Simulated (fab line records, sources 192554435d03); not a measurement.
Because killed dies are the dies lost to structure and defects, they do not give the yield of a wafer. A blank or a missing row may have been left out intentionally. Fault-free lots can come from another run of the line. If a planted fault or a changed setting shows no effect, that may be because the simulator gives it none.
fab line records	flow n5Finfet	part 1 of 2: steps 1 to 21 of 30
record lots=5	wafers=15	lastDay=18
route steps=1938 shown BEOL_M12@1636 BEOL_M13@1659
lots that met no fault: taken from a fault-free run of the same line
startH: hours from the record's first day to the start of the lot's first wafer shown	waitH: time in hours since the lot's previous step	" same as the row above	L1.1+2: a row that stands for several wafers	- value missing, or start not given	* or withheld: withheld	< > ~ a bound
route shown NAME@n: NAME is a module with steps in the file, n the number in the route of the first one	usual: mean and standard deviation over wafers with no fault	same: alike in all rows	chamber/n: place in a boat	sites: readings site by site	_std_site: how widely they spread, as a standard deviation	_edge_site: mean of outer sites minus mean of inner sites	radiusMm: for every site, how far away it sits from the centre of the wafer	mask NAME#n: copy n	behind: tool/chamber where the wafer was last shaped	hold: cause of the lot's hold/its duration in hours/its outcome	device: transistor that didn't switch, given as n, p or np	end of line: at the end of the route, the tests of the same wafers	a step given without rows: its recipe and nothing more	killed: the dies lost at the first sort to structure and to defects; this is not the yield of the wafer	map: the dies of a wafer, with x for killed, . for not killed, _ for no die there
set.NAME: the setting that was run; set.NAME@STEP: the one run at that earlier step	model.NAME: the simulator's own value behind a step, which no gauge read
lots at some steps of the route; a table a step, a row a wafer
services: from which hour (startH, from the record's first day; less than 0 if before it) a tool's chamber was out of use, for how many hours, and why
## steps
# step N5_BEOL_M12_ETCH_67
# recipe chemistry=CF4	target=SiARC	targetDepthA=1430	timeS=238.3	ionEnergyEv=80	pressureMtorr=40	sourceW=545	biasW=36	Ar_flow_sccm=100	cf4FlowSccm=100	ends=cleared
# usual drypumpMotorCurrentA=5.7/0.34	etchRfOnTimeS=232/6.9	oesProductAu=0.69/0.072	rfVppV=184.2/1.2	showerheadPlenumPTorr=2.16/0.072	throttleValvePct=15.67/0.2
lot.wafer	tool	chamber	startH	waitH	drypumpMotorCurrentA	etchRfOnTimeS	oesProductAu	rfHoursCounterH	rfVppV	showerheadPlenumPTorr	throttleValvePct
L074.2	rieDiel-03	3	250.23	0.0	5.6	220	0.71	90	184.1	2.17	15.54
L074.4	"	2	"	"	5.7	235	0.62	192	182.4	2.05	15.69
L074.6	"	1	"	"	5.4	229	0.60	-	182.8	2.03	15.96
L076.2	rieDiel-05	0	264.89	0.0	5.8	233	0.63	210	184.1	2.10	15.60
L076.4	"	1	"	"	5.8	235	0.72	71	184.7	2.20	15.44
L076.5	"	3	"	"	5.3	223	0.78	-	182.8	2.09	15.78
L082.1	rieDiel-03	3	297.74	0.0	5.6	223	0.70	106	183.9	2.16	15.56
L082.3	"	1	"	"	5.4	230	0.86	1	185.1	2.28	15.53
L082.5	"	2	"	"	5.7	237	0.61	-	182.0	2.05	15.72
L083.1	rieDiel-01	1	306.65	0.0	5.9	251	0.63	155	185.1	2.21	15.48
L083.3	"	2	"	"	6.2	230	0.76	63	184.1	2.18	15.63
L083.6	"	2	"	"	6.2	231	0.75	-	184.1	2.18	15.63
L097.2	rieDiel-05	2	393.82	0.0	5.9	224	0.71	98	182.3	2.09	15.99
L097.3	"	1	"	"	5.8	240	0.67	116	185.6	2.18	15.54
L097.6	"	1	"	"	5.8	240	0.67	-	184.3	2.18	15.53
# step N5_BEOL_M12_ETCH_68
# recipe chemistry=N2/H2	target=SOC	maskMaterial=SiARC	sourceW=3000	biasW=350	tempC=40	timeS=285	ionEnergyEv=200	pressureMtorr=30	n2FlowSccm=200	h2FlowSccm=200
# usual drypumpMotorCurrentA=5.7/0.34	oesProductAu=0.80/0.08	rfVppV=524.5/2.6	showerheadPlenumPTorr=2.56/0.087	throttleValvePct=17.78/0.25
lot.wafer	tool	chamber	startH	waitH	drypumpMotorCurrentA	oesProductAu	rfHoursCounterH	rfVppV	showerheadPlenumPTorr	throttleValvePct
L074.2	rieDiel-03	3	250.37	0.1	5.6	0.80	90	523.9	2.57	17.64
L074.4	"	2	"	"	5.8	0.73	193	520.5	2.43	17.89
L074.6	"	1	"	"	5.4	0.68	-	521.3	2.37	17.86
L076.2	rieDiel-05	0	265.03	0.1	5.8	0.73	210	524.0	2.51	17.79
L076.4	"	1	"	"	5.9	0.86	71	524.7	2.56	17.32
L076.5	"	3	"	"	5.3	0.89	-	523.4	2.47	17.94
L082.1	rieDiel-03	3	297.89	0.1	5.6	0.78	107	524.7	2.56	17.67
L082.3	"	1	"	"	5.4	0.98	1	529.3	2.68	17.54
L082.5	"	2	"	"	5.8	0.72	-	519.1	2.42	17.92
L083.1	rieDiel-01	1	306.80	0.1	5.9	0.74	155	526.7	2.64	17.62
L083.3	"	2	"	"	6.2	0.88	63	523.8	2.56	17.71
L083.6	"	2	"	"	6.2	0.88	-	525.4	2.56	17.71
L097.2	rieDiel-05	2	393.97	0.1	5.9	0.81	99	521.0	2.48	18.36
L097.3	"	1	"	"	5.8	0.80	117	525.2	2.54	17.40
L097.6	"	1	"	"	5.8	0.80	-	522.9	2.54	17.39
# step N5_BEOL_M12_STRIP_69
# recipe chemistry=N2/H2	tempC=40	n2FlowSccm=200	h2FlowSccm=200	rfFrequencyHz=6e+07
lot.wafer	tool	chamber	startH	waitH
L074.2+4+6	rieDiel-03	3,2,1	250.55	0.1
L076.2+4+5	rieDiel-05	0,1,3	265.21	0.1
L082.1+3+5	rieDiel-03	3,1,2	298.06	0.1
L083.1+3+6	rieDiel-01	1,2,2	306.97	0.1
L097.2+3+6	rieDiel-05	2,1,1	394.14	0.1
# step N5_BEOL_M12_TRENCH_ETCH_34
# recipe chemistry=C4F8/O2/Ar	target=SiOC	targetDepthA=3189.5	maskMaterial=SOC	pressureMtorr=30	sourceW=3000	biasW=700	Ar_flow_sccm=400	C4F8_flow_sccm=15	O2_flow_sccm=8	heInnerTorr=15	heOuterTorr=30	timeS=125.5	ionEnergyEv=250
# usual O2_flow_sccm=7.998/0.022	drypumpMotorCurrentA=5.7/0.34	heInnerTorr=15.00/0.03	oesProductAu=0.80/0.08	rfVppV=666/3.3	showerheadPlenumPTorr=3.45/0.12	throttleValvePct=24.30/0.2
lot.wafer	tool	chamber	startH	waitH	O2_flow_sccm	drypumpMotorCurrentA	heInnerTorr	oesProductAu	rfHoursCounterH	rfVppV	showerheadPlenumPTorr	throttleValvePct
L074.2	rieDiel-03	3	250.56	0.0	8.006	5.6	15.05	0.82	90	668	3.47	24.23
L074.4	"	2	"	"	7.967	5.7	15.00	0.73	193	661	3.28	24.23
L074.6	"	1	"	"	7.988	5.4	15.00	0.68	-	659	3.25	24.51
L076.2	rieDiel-05	0	265.22	0.0	7.985	5.8	14.97	0.73	210	665	3.34	23.99
L076.4	"	1	"	"	7.965	5.8	14.95	0.85	71	666	3.50	24.10
L076.5	"	3	"	"	7.965	5.3	14.98	0.88	-	664	3.31	24.38
L082.1	rieDiel-03	3	298.07	0.0	8.017	5.6	15.03	0.79	107	666	3.46	24.26
L082.3	"	1	"	"	8.055	5.4	15.03	0.98	1	672	3.64	24.36
L082.5	"	2	"	"	7.965	5.7	15.01	0.73	-	661	3.27	24.25
L083.1	rieDiel-01	1	306.98	0.0	8.026	6.0	15.00	0.74	155	669	3.54	24.10
L083.3	"	2	"	"	7.970	6.2	15.04	0.88	63	667	3.51	24.50
L083.6	"	2	"	"	7.990	6.2	15.01	0.88	-	668	3.51	24.50
L097.2	rieDiel-05	2	394.15	0.0	7.999	5.9	15.01	0.82	99	663	3.31	24.60
L097.3	"	1	"	"	8.048	5.9	14.97	0.80	117	667	3.47	24.16
L097.6	"	1	"	"	8.035	5.9	14.96	0.80	-	667	3.47	24.14
# step N5_BEOL_M12_STRIP_70
# recipe chemistry=C4F8/O2/Ar	resist=SiARC	rfFrequencyHz=6e+07
lot.wafer	tool	chamber	startH	waitH
L074.2+4+6	rieDiel-03	3,2,1	250.67	0.1
L076.2+4+5	rieDiel-05	0,1,3	265.33	0.1
L082.1+3+5	rieDiel-03	3,1,2	298.19	0.1
L083.1+3+6	rieDiel-01	1,2,2	307.09	0.1
L097.2+3+6	rieDiel-05	2,1,1	394.27	0.1
# step N5_BEOL_M12_OCD_MEAS_35
# usual trenchDepthNm=322/5.2
lot.wafer	tool	chamber	startH	waitH	trenchDepthNm
L074.2	ocd-02	-	250.71	0.0	328
L074.4	"	-	"	"	326
L074.6	"	-	"	"	319
L076.2	ocd-01	-	265.37	0.0	323
L076.4	"	-	"	"	326
L076.5	"	-	"	"	325
L082.1	ocd-01	-	298.22	0.0	323
L082.3	"	-	"	"	323
L082.5	"	-	"	"	325
L083.1	ocd-01	-	307.13	0.0	313
L083.3	"	-	"	"	332
L083.6	"	-	"	"	329
L097.2	ocd-01	-	394.31	0.0	326
L097.3	"	-	"	"	326
L097.6	"	-	"	"	325
# step N5_BEOL_M12_STRIP_37
# recipe chemistry=N2/H2	powerW=1000	tempC=250	h2Frac=0.65	overashFraction=0.3	pressureMtorr=withheld	n2FlowSccm=1750	h2FlowSccm=3250
# usual drypumpMotorCurrentA=5.5/0.45	heaterPowerW=327/26	oesProductAu=0.792/0.012
lot.wafer	tool	chamber	startH	waitH	drypumpMotorCurrentA	heaterPowerW	oesProductAu	rfHoursCounterH
L074.2	plasmaAsher-01	1	250.75	0.0	5.0	352	0.794	129
L074.4	"	0	"	"	6.2	281	0.804	-
L074.6	"	1	"	"	5.0	346	0.813	-
L076.2	plasmaAsher-01	1	265.41	0.0	5.0	350	0.793	133
L076.4	"	0	"	"	6.1	296	0.782	-
L076.5	"	1	"	"	5.0	352	0.770	-
L082.1	plasmaAsher-01	0	298.26	0.0	6.1	279	0.785	140
L082.3	"	0	"	"	6.1	295	0.782	-
L082.5	"	1	"	"	5.0	351	0.814	-
L083.1	plasmaAsher-01	0	307.17	0.0	6.2	284	0.790	141
L083.3	"	0	"	"	6.2	289	0.802	-
L083.6	"	0	"	"	6.1	294	0.796	-
L097.2	plasmaAsher-02	0	394.35	0.0	5.5	329	0.787	98
L097.3	"	1	"	"	5.6	342	0.788	-
L097.6	"	0	"	"	5.5	336	0.790	-
# step N5_BEOL_M12_ETCH_38
# recipe chemistry=CF4/N2	target=SiCN	targetDepthA=687	taperDeg=2	timeS=73.4	ionEnergyEv=150	maskMaterial=SiO2	pressureMtorr=40	sourceW=430	biasW=70	Ar_flow_sccm=100	cf4FlowSccm=60	n2FlowSccm=60
# usual drypumpMotorCurrentA=5.7/0.31	oesProductAu=0.82/0.084	rfVppV=382.6/2	showerheadPlenumPTorr=2.22/0.071	throttleValvePct=15.50/0.18
lot.wafer	tool	chamber	startH	waitH	drypumpMotorCurrentA	oesProductAu	rfHoursCounterH	rfVppV	showerheadPlenumPTorr	throttleValvePct
L074.2	rieDiel-05	1	251.57	-	5.8	0.83	67	384.1	2.26	15.26
L074.4	"	0	"	"	5.8	0.74	206	381.1	2.17	15.43
L074.6	"	0	"	"	5.8	0.73	-	381.0	2.17	15.45
L076.2	rieDiel-01	0	273.33	-	6.2	0.78	159	382.6	2.21	15.68
L076.4	"	3	"	"	5.1	0.89	34	387.2	2.33	15.19
L076.5	"	3	"	"	5.1	0.89	-	386.8	2.33	15.18
L082.1	rieDiel-03	2	301.56	-	5.7	0.71	212	377.9	2.11	15.54
L082.3	"	3	"	"	5.6	0.81	108	382.6	2.23	15.38
L082.5	"	3	"	"	5.6	0.82	-	382.5	2.23	15.38
L083.1	rieDiel-05	1	307.49	-	5.8	0.84	84	383.3	2.25	15.27
L083.3	"	2	"	"	5.9	0.88	63	381.1	2.16	15.76
L083.6	"	0	"	"	5.8	0.72	-	382.5	2.16	15.47
L097.2	rieDiel-03	1	394.56	-	5.4	0.90	40	386.5	2.33	15.40
L097.3	"	2	"	"	5.7	0.68	251	378.5	2.09	15.63
L097.6	"	1	"	"	5.4	0.90	-	385.5	2.33	15.41
# step N5_BEOL_M12_PRECLEAN_39
# recipe chemistry=residueRemover	timeS=60	tempC=40
lot.wafer	tool	chamber	startH	waitH
L074.2+4+6	wetBench-03	3,4,7	251.70	0.1
L076.2+4+5	wetBench-05	4,7,5	273.46	0.1
L082.1+3+5	wetBench-01	6,7,1	301.69	0.1
L083.1+3+6	wetBench-03	4,0,1	307.62	0.1
L097.2+3+6	wetBench-03	1,0,4	394.69	0.1
# step N5_BEOL_M12_SRD_40
# recipe timeS=30	tempC=23	rinseLiquid=diw	dry=n2Spin	spinRpm=1500	dryTimeS=30
lot.wafer	tool	chamber	startH	waitH
L074.2+4+6	wetBench-03	3,4,7	251.72	0.0
L076.2+4+5	wetBench-05	4,7,5	273.48	0.0
L082.1+3+5	wetBench-01	6,7,1	301.71	0.0
L083.1+3+6	wetBench-03	4,0,1	307.63	0.0
L097.2+3+6	wetBench-03	1,0,4	394.71	0.0
# step N5_BEOL_M12_DEGAS_41
# recipe ambient=vacuum	tempC=250	timeS=60
# usual heaterPowerW=336/23
lot.wafer	tool	chamber	startH	waitH	heaterPowerW
L074.2	pvdSputter-02	-	251.99	0.3	367
L074.4	"	-	"	"	318
L074.6	"	-	"	"	310
L076.2	pvdSputter-01	-	274.13	0.6	333
L076.4	"	-	"	"	365
L076.5	"	-	"	"	294
L082.1	pvdSputter-01	-	302.46	0.7	350
L082.3	"	-	"	"	336
L082.5	"	-	"	"	296
L083.1	pvdSputter-03	-	307.68	0.0	336
L083.3	"	-	"	"	304
L083.6	"	-	"	"	336
L097.2	pvdSputter-03	-	395.25	0.5	364
L097.3	"	-	"	"	307
L097.6	"	-	"	"	359
# step N5_BEOL_M12_PRE_CLEAN_42
# recipe gas=H2/He	timeS=30	tempC=250
# usual heaterPowerW=337/24
lot.wafer	tool	chamber	startH	waitH	heaterPowerW
L074.2	pvdSputter-02	-	252.03	0.0	363
L074.4	"	-	"	"	337
L074.6	"	-	"	"	303
L076.2	pvdSputter-01	-	274.17	0.0	334
L076.4	"	-	"	"	370
L076.5	"	-	"	"	298
L082.1	pvdSputter-01	-	302.50	0.0	350
L082.3	"	-	"	"	329
L082.5	"	-	"	"	298
L083.1	pvdSputter-03	-	307.72	0.0	341
L083.3	"	-	"	"	311
L083.6	"	-	"	"	330
L097.2	pvdSputter-03	-	395.29	0.0	361
L097.3	"	-	"	"	309
L097.6	"	-	"	"	361
# step N5_BEOL_M12_SPUTTER_43
# recipe material=TaN	targetThkA=150	tempC=50	biasV=168.6	powerW=15000	chamberPressurePa=0.12	timeS=24.19
# usual biasV=168.8/1.5	throttleValvePct=30.6/0.96
lot.wafer	tool	chamber	startH	waitH	biasV	throttleValvePct
L074.2	pvdSputter-02	-	252.07	0.0	167.4	30.5
L074.4	"	-	"	"	169.5	30.5
L074.6	"	-	"	"	171.0	30.0
L076.2	pvdSputter-01	-	274.21	0.0	169.1	31.1
L076.4	"	-	"	"	169.3	30.2
L076.5	"	-	"	"	171.2	31.5
L082.1	pvdSputter-01	-	302.54	0.0	166.6	30.5
L082.3	"	-	"	"	172.5	31.4
L082.5	"	-	"	"	168.0	31.6
L083.1	pvdSputter-03	-	307.76	0.0	167.8	29.5
L083.3	"	-	"	"	169.1	31.3
L083.6	"	-	"	"	166.2	29.1
L097.2	pvdSputter-03	-	395.33	0.0	167.9	32.1
L097.3	"	-	"	"	165.9	31.2
L097.6	"	-	"	"	165.5	32.0
# step N5_BEOL_M12_SPUTTER_44
# recipe material=Ta	targetThkA=100	tempC=50	biasV=80	powerW=15000	chamberPressurePa=0.07	timeS=16.13
# usual biasV=80.0/0.72	throttleValvePct=30.6/0.99
lot.wafer	tool	chamber	startH	waitH	biasV	throttleValvePct
L074.2	pvdSputter-02	-	252.15	0.0	80.1	30.3
L074.4	"	-	"	"	79.8	30.6
L074.6	"	-	"	"	80.3	29.6
L076.2	pvdSputter-01	-	274.29	0.0	79.3	31.2
L076.4	"	-	"	"	79.6	29.7
L076.5	"	-	"	"	79.8	31.7
L082.1	pvdSputter-01	-	302.62	0.0	79.5	30.3
L082.3	"	-	"	"	81.0	31.4
L082.5	"	-	"	"	79.7	31.7
L083.1	pvdSputter-03	-	307.84	0.0	81.2	29.9
L083.3	"	-	"	"	79.5	31.5
L083.6	"	-	"	"	79.4	28.8
L097.2	pvdSputter-03	-	395.41	0.0	80.2	32.3
L097.3	"	-	"	"	79.3	31.1
L097.6	"	-	"	"	79.6	32.2
# step N5_BEOL_M12_SPUTTER_45
# recipe material=Cu	targetThkA=800	tempC=-20	biasV=60	powerW=26000	chamberPressurePa=0.13	timeS=13.33
# usual biasV=59.9/0.57	throttleValvePct=30.6/0.96
lot.wafer	tool	chamber	startH	waitH	biasV	throttleValvePct
L074.2	pvdSputter-02	-	252.23	0.0	60.8	30.5
L074.4	"	-	"	"	61.0	30.5
L074.6	"	-	"	"	59.4	29.7
L076.2	pvdSputter-01	-	274.37	0.0	59.1	31.3
L076.4	"	-	"	"	59.9	30.2
L076.5	"	-	"	"	60.7	31.7
L082.1	pvdSputter-01	-	302.70	0.0	60.2	30.3
L082.3	"	-	"	"	59.7	31.3
L082.5	"	-	"	"	58.3	31.6
L083.1	pvdSputter-03	-	307.92	0.0	60.1	29.3
L083.3	"	-	"	"	59.9	31.0
L083.6	"	-	"	"	60.3	29.4
L097.2	pvdSputter-03	-	395.49	0.0	60.4	32.0
L097.3	"	-	"	"	61.1	30.8
L097.6	"	-	"	"	60.3	32.1
# step N5_BEOL_M12_ECD_47
# recipe material=Cu	targetThkA=7200
lot.wafer	tool	chamber	startH	waitH
L074.2+4+6	ecdCu-01	0,0,1	252.35	0.1
L076.2+4+5	ecdCu-01	1,0,0	274.49	0.1
L082.1+3+5	ecdCu-01	0,0,1	302.82	0.1
L083.1+3+6	ecdCu-02	1	308.04	0.1
L097.2+3+6	ecdCu-01	1,1,0	395.61	0.1
# step N5_BEOL_M12_ANNEAL_48
# recipe tempC=225	timeS=90	ambient=N2
# usual wafer_temp_C_max=225.79/0.22
lot.wafer	tool	chamber	startH	waitH	wafer_temp_C_max
L074.2	rtpAnneal-02	0	253.36	1.0	225.98
L074.4	"	0	"	"	225.96
L074.6	"	0	"	"	225.81
L076.2	rtpAnneal-01	0	274.69	0.2	225.89
L076.4	"	0	"	"	226.47
L076.5	"	0	"	"	225.82
L082.1	rtpAnneal-01	0	302.96	0.1	226.06
L082.3	"	0	"	"	225.75
L082.5	"	0	"	"	225.73
L083.1	rtpAnneal-02	0	308.18	0.1	225.84
L083.3	"	0	"	"	226.12
L083.6	"	0	"	"	225.96
L097.2	rtpAnneal-02	0	395.80	0.1	225.63
L097.3	"	0	"	"	225.62
L097.6	"	0	"	"	225.71
# step N5_BEOL_M12_CMP_49
# recipe stopOn=SiOC	tOverpolishS=20.6	downForcePsi=1	platenRpm=50	clearingPlatenDownForcePsi=1.5	clearingPlatenRpm=50	postCmpClean=cuAlkaline	targetThkNm=320	clearingPlatenPadVelocityMS=0.99484	padVelocityMS=0.99484
# usual barrierFieldEndpointS=30.0/0.94	clearingPlatenRpm=49.998/0.028	headPressurePsi=0.9999/0.0021	motorCurrentA=6.1/0.53	overpolishRunS=20.599/0.0094
lot.wafer	tool	chamber	startH	waitH	barrierFieldEndpointS	clearingPlatenRpm	headPressurePsi	motorCurrentA	overpolishRunS
L074.4	cmp-02	1	253.62	0.1	30.9	50.030	0.9990	5.5	20.599
L074.2	"	0	"	"	31.7	49.990	1.0015	5.7	20.608
L074.6	"	1	"	"	31.1	49.957	0.9997	5.7	20.607
L076.2	cmp-04	0	274.94	0.2	29.3	50.004	1.0013	6.0	20.599
L076.4	"	3	"	"	28.4	49.988	0.9995	5.8	20.598
L076.5	"	0	"	"	29.6	49.983	0.9987	6.1	20.611
L082.3	cmp-02	2	303.30	0.2	30.0	49.947	1.0003	6.6	20.603
L082.1	"	0	"	"	30.8	50.065	1.0007	5.9	20.596
L082.5	"	1	"	"	31.0	49.986	1.0011	5.7	20.593
L083.1	cmp-02	1	308.52	0.3	29.6	50.012	1.0019	5.7	20.603
L083.3	"	2	"	"	28.9	50.009	1.0022	6.9	20.608
L083.6	"	1	"	"	29.8	50.016	1.0019	5.7	20.585
L097.2	cmp-04	3	396.05	0.2	29.3	50.006	0.9966	5.5	20.593
L097.3	"	2	"	"	30.9	49.961	1.0020	6.5	20.601
L097.6	"	3	"	"	29.9	49.974	1.0011	6.0	20.614
# step N5_BEOL_M12_THK_MEAS_50
# recipe thkMeasGauge=xrf	reads=Cu_of_BEOL_M12_ECD_47
# usual M12_THK=321/5.5
lot.wafer	tool	chamber	startH	waitH	M12_THK[nm]
L074.2	filmMetro-01	-	253.92	-	322
L074.4	"	-	"	"	321
L074.6	"	-	"	"	313
L076.2	filmMetro-02	-	275.24	-	321
L076.4	"	-	"	"	323
L076.5	"	-	"	"	322
L082.1	filmMetro-02	-	303.55	-	326
L082.3	"	-	"	"	322
L082.5	"	-	"	"	328
L083.1	filmMetro-02	-	308.77	-	314
L083.3	"	-	"	"	330
L083.6	"	-	"	"	329
L097.2	filmMetro-02	-	396.35	-	327
L097.3	"	-	"	"	328
L097.6	"	-	"	"	324
# step N5_BEOL_M12_PRE_CLEAN_52
# recipe gas=NH3	timeS=15	tempC=withheld	rfPowerW=300
lot.wafer	tool	chamber	startH	waitH
L074.2+4+6	pecvd-02	2,0,2	253.95	0.0
L076.2+4+5	pecvd-01	2,0,2	275.28	0.0
L082.1+3+5	pecvd-02	1,0,0	303.59	0.0
L083.1+3+6	pecvd-01	2,0,0	308.81	0.0
L097.2+3+6	pecvd-01	0,1,2	396.39	0.0
# step N5_BEOL_M12_DEP_53
# recipe material=SiCN	targetThkA=300	tempC=withheld	precursor=3MS/NH3	pressureTorr=3	rfW=675	timeS=10.5
# usual showerheadPlenumPTorr=4.162/0.021	showerheadVppV=1606/87	throttleValvePct=18.0/1.2
lot.wafer	tool	chamber	startH	waitH	showerheadPlenumPTorr	showerheadVppV	throttleValvePct
L074.2	pecvd-02	2	253.98	0.0	4.178	1565	17.4
L074.4	"	0	"	"	4.165	1603	18.4
L074.6	"	2	"	"	4.182	1578	17.7
L076.2	pecvd-01	2	275.30	0.0	4.149	1566	15.8
L076.4	"	0	"	"	4.164	1803	16.9
L076.5	"	2	"	"	4.149	1586	16.3
L082.1	pecvd-02	1	303.63	0.0	4.195	1484	19.7
L082.3	"	0	"	"	4.166	1611	18.2
L082.5	"	0	"	"	4.163	1596	18.2
L083.1	pecvd-01	2	308.84	0.0	4.132	1557	16.2
L083.3	"	0	"	"	4.158	1767	17.2
L083.6	"	0	"	"	4.160	1781	17.1
L097.2	pecvd-01	0	396.41	0.0	4.157	1799	17.4
L097.3	"	1	"	"	4.139	1565	19.3
L097.6	"	2	"	"	4.150	1561	16.4
